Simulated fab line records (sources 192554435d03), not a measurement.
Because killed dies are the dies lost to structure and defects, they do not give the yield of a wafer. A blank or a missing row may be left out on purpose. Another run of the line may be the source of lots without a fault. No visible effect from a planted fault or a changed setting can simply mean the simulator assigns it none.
Comparing a struck lot with a sound one	flow n5 finfet	37 out of 1938 route steps
Sound: wafers L371.3, L371.5, L371.6. Struck: wafers L388.3, L388.5, L388.6. The cause is named last.
Order at every step that has rows: each side's tool, ch and its chambers, its first start. Under that, the readings that differ: sound wafers	struck wafers	difference of the means	sigmas: that difference in standard deviations of wafers without a fault.
alike: readings whose means differ by less than 2 such deviations, and words and numbers that are the same on both sides. not compared: withheld readings, readings that some wafer has no value for, bounds like >300 that may hide the same value, and numbers for which the record gives no deviation and whose values overlap.
The two part at a step that has a row with sigmas, a row that says differs or no value, or rows on one side only. Numbers that don't overlap but have no deviation are shown without sigmas and don't part them. A reading missing from all wafers of one side parts the sides only when that side holds two or more wafers.

first, 8 steps without rows for these wafers: N5_BEOL_M5_ANNEAL_51 (time 90 s); N5_BEOL_M5_CMP_52 (polishes, stops on SiCOH lowk, t overpolish 6.9 s, target thk 62 nm); N5_BEOL_M5_PRE_CLEAN_77 (time 15 s); N5_BEOL_M5_CO_CAP_78 (material Co, precursor CCTBA/H2, target thk 2 nm, time 102.1 s); N5_BEOL_M5_PRE_CLEAN_55 (time 15 s); N5_BEOL_M5_DEP_56 (deposits SiCN from 3MS/NH3, target thk 8 nm, time 14 s); N5_BEOL_M6_ILD_DEP_00 (deposits SiCOH lowk from DEMS/porogen, target thk 179.75 nm, time 33.4 s); N5_BEOL_M6_CURE_74 (cures SiCOH lowk, time 240 s).
N5_BEOL_M6_PECVD_70: deposits SiO2 from TEOS/O2, target thk 20 nm, time 22.7 s.
  sound on pecvd-01 ch 0,1,2, day 8 12:40; struck on pecvd-02 ch 0,1, day 13 14:08
reading	sound	struck	difference	sigmas
heater power w (W)	579 565 764	992 962 996	+347	+2
  alike: rf fwd power W, showerhead plenum p Torr, throttle valve pct
then, 25 steps without rows for these wafers: N5_BEOL_M6_HM_DEP_02 (deposits TiN, target thk 20 nm); N5_BEOL_M6_COAT_59 (time 60 s, resist thk 100 nm); N5_BEOL_M6_COAT_60 (time 60 s, resist thk 35 nm); N5_BEOL_M6_COAT_05 (resist thk 90 nm); N5_BEOL_M6_EBR_07; N5_BEOL_M6_SOFTBAKE_06 (time 60 s); N5_BEOL_M6_EXPOSE_08 (exposes mask M6); N5_BEOL_M6_PEB_09 (peb time 60 s); N5_BEOL_M6_DEVELOP_10 (develop time 30 s); N5_BEOL_M6_DESCUM_16 (chemistry O2, time 7.9 s); N5_BEOL_M6_ETCH_61 (etches SiARC in CF4, target depth 45.5 nm, time 75.8 s); N5_BEOL_M6_ETCH_62 (etches SOC in N2/H2, target depth 110 nm, overetch 22 nm, time 165 s); N5_BEOL_M6_STRIP_68 (strips in N2/H2); N5_BEOL_M6_STRIP_67 (strips in CF4); N5_BEOL_M6_HM_OPEN_17 (chemistry Cl2/BCl3, target TiN, target depth 20 nm, overetch 6 nm); N5_BEOL_M6_STRIP_19 (strips in O2); N5_BEOL_M6_COAT_63 (time 60 s, resist thk 60 nm); N5_BEOL_M6_COAT_64 (time 60 s, resist thk 12 nm); N5_BEOL_M6_COAT_71 (time 60 s, resist thk 5 nm); N5_BEOL_M6_COAT_22 (resist thk 30 nm); N5_BEOL_M6_EBR_24; N5_BEOL_M6_SOFTBAKE_23 (time 60 s); N5_BEOL_M6_EXPOSE_25 (exposes mask V5, target cd 40 nm); N5_BEOL_M6_PEB_26 (peb time 60 s); N5_BEOL_M6_DEVELOP_27 (develop time 30 s).
N5_BEOL_M6_HM_STRIP_39: strips TiN in peroxide tin strip, target depth 25 nm, time 158 s.
  sound on wet bench-04 ch 0,2,4, day 8 15:08; struck on wet bench-02 ch 0,1,7, day 13 18:55
reading	sound	struck	difference	sigmas
model.SiO2_of_BEOL_M6_PECVD_70.thk nm (nm)	19.2 20.2 20	39 39.8 39.4	+20	
N5_BEOL_M6_CMP_52: polishes, stops on SiCOH lowk, t overpolish 6.9 s, target thk 80 nm.
  sound on cmp-04 ch 0,1,2, day 8 21:16; struck on cmp-02 ch 1,2, day 13 21:09
reading	sound	struck	difference	sigmas
barrier field endpoint s (s)	28.2 29.0 30.1	46.7 46.8 46.8	+17.7	+21
overpolish run s (s)	6.904 6.910 6.893	0.045 0.044 0.046	-6.857	-99 or more
  alike: clearing platen rpm, head pressure psi, motor current A, time to endpoint s
N5_PASSIVATION_PROBE_49:
  sound wafers here have rows in the record (prober-02, day 12 06:12); struck ones have none

## WHERE THEY PART
Earliest at N5_BEOL_M6_PECVD_70; latest, in this record, at N5_PASSIVATION_PROBE_49.

WHY: what the simulator had put in
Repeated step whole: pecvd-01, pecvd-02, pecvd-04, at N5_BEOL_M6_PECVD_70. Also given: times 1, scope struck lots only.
